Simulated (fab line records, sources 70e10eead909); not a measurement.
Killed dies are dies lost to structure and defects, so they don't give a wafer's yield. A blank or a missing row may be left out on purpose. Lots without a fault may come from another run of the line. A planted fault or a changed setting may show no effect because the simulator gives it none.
Chamber matching | flow nand_harc | NHARC_P_M1_DESCUM_14 on rie_diel-01: 4 sister chambers
The step chemistry O2, time 3 s. 20 wafers are shown with their chamber, then 10 later ones without.

WAFERS WITH THEIR CHAMBER
wafer  | chamber | drypump_motor_current_A (A) | oes_product_au (a.u.) | rf_vpp_V (V)
L076.1 | 3       | 6.7                         | 1.018                 | 56.8
L076.2 | 1       | 5.5                         | 1.017                 | 56.1
L076.3 | 2       | 5.3                         | 1.023                 | 58.7
L076.4 | 0       | 6.2                         | 0.997                 | 57.2
L076.5 | 3       | 6.7                         | 1.013                 | 57.3
L076.6 | 0       | 6.3                         | 1.015                 | 58.4
L078.2 | 2       | 5.2                         | 1.018                 | 58.0
L078.4 | 0       | 6.3                         | 1.011                 | 58.7
L078.6 | 2       | 5.3                         | 1.010                 | 58.9
L082.2 | 0       | 6.2                         | 1.006                 | 59.2
L082.4 | 1       | 5.5                         | 0.991                 | 58.9
L082.6 | 2       | 5.3                         | 1.010                 | 57.4
L085.1 | 2       | 5.3                         | 0.999                 | 59.0
L085.5 | 1       | 5.5                         | 0.990                 | 58.0
L085.6 | 0       | 6.3                         | 0.988                 | 58.6
L087.2 | 1       | 5.4                         | 1.004                 | 59.5
L087.3 | 3       | 6.7                         | 1.012                 | 56.8
L087.6 | 3       | 6.7                         | 1.011                 | 57.9
L092.1 | 3       | 6.7                         | 1.011                 | 58.4
L092.4 | 1       | 5.5                         | 0.998                 | 57.1

SIGNATURES (means of the wafers above)
reading                 | chamber 0 | chamber 1 | chamber 2 | chamber 3 | scatter within a chamber
drypump_motor_current_A | 6.260     | 5.480     | 5.280     | 6.700     | 0.0418
oes_product_au          | 1.00340   | 1.00000   | 1.01200   | 1.01300   | 0.00914
rf_vpp_V                | 58.420    | 57.920    | 58.400    | 57.440    | 0.918
Rule: a wafer's distance from a chamber is the root of the sum, over the readings, of the square of ((its reading less the chamber's mean) divided by the reading's scatter). The wafer belongs to the nearest chamber; if the next one is less than 2 further off, it can't be placed. The scatter: the root of (the sum of the squares of (reading less its chamber's mean) over the shown wafers, divided by (wafers less chambers)).

WAFERS WITHOUT THEIR CHAMBER
wafer  | drypump_motor_current_A (A) | oes_product_au (a.u.) | rf_vpp_V (V)
L092.6 | 6.3                         | 0.995                 | 57.0
L091.1 | 6.3                         | 0.999                 | 57.7
L091.3 | 6.7                         | 1.008                 | 59.1
L091.6 | 5.5                         | 1.012                 | 57.2
L091.2 | 5.3                         | 1.006                 | 58.3
L091.4 | 5.4                         | 0.999                 | 58.9
L091.5 | 6.3                         | 1.001                 | 57.8
L095.2 | 5.5                         | 1.000                 | 58.6
L095.3 | 6.3                         | 0.996                 | 58.2
L095.5 | 5.5                         | 0.995                 | 57.1

WHICH CHAMBER EACH WENT THROUGH
wafer  | from the rows above     | in truth
L092.6 | 0                       | 0
L091.1 | 0                       | 0
L091.3 | 3                       | 3
L091.6 | 1                       | 1
L091.2 | 2                       | 2
L091.4 | can't be placed: 1 or 2 | 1
L091.5 | 0                       | 0
L095.2 | 1                       | 1
L095.3 | 0                       | 0
L095.5 | 1                       | 1
Placed correctly: 9 of 10. Can't be placed from these rows: 1 (the true chamber is among the candidates in 1). Placed wrongly: 0.
